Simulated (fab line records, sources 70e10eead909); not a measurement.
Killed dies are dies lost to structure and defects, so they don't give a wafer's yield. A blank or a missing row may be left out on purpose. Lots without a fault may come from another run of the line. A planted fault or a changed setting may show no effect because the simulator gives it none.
Chamber matching | flow nand_harc | NHARC_A_STAIRCASE_DESCUM_443 on rie_diel-08: 4 sister chambers
The step chemistry O2, time 3 s. 4 wafers are shown with their chamber, then 8 later ones without.

WAFERS WITH THEIR CHAMBER
wafer  | chamber | oes_product_au (a.u.)
L088.1 | 1       | 1.008
L088.3 | 3       | 1.024
L088.5 | 2       | 0.978
L089.1 | 0       | 1.004

WAFERS WITHOUT THEIR CHAMBER
wafer  | oes_product_au (a.u.)
L089.4 | 0.989
L089.5 | 1.019
L092.3 | 1.010
L092.5 | 0.984
L092.6 | 1.018
L096.3 | 1.010
L096.5 | 0.976
L096.6 | 1.009

WHICH CHAMBER EACH WENT THROUGH
wafer  | from the rows above          | in truth
L089.4 | can't be placed: 2 or 0 or 1 | 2
L089.5 | can't be placed: 3 or 1 or 0 | 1
L092.3 | can't be placed: 1 or 0      | 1
L092.5 | 2                            | 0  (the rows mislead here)
L092.6 | can't be placed: 3 or 1 or 0 | 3
L096.3 | can't be placed: 1 or 0      | 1
L096.5 | 2                            | 2
L096.6 | can't be placed: 1 or 0      | 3
Placed correctly: 1 of 8. Can't be placed from these rows: 6 (the true chamber is among the candidates in 5). Placed wrongly: 1.
How it was worked out, from the rows above alone: a wafer's distance from a chamber is the root of the sum, over the readings, of the square of ((its reading less the chamber's mean) divided by the reading's scatter). The wafer belongs to the nearest chamber; if the next one is less than 2 further off, it can't be placed. A chamber's mean is the mean of its shown wafers. The scatter: with one shown wafer a chamber, the root of the mean of the squares of how far each hidden wafer lies from its nearest shown one.
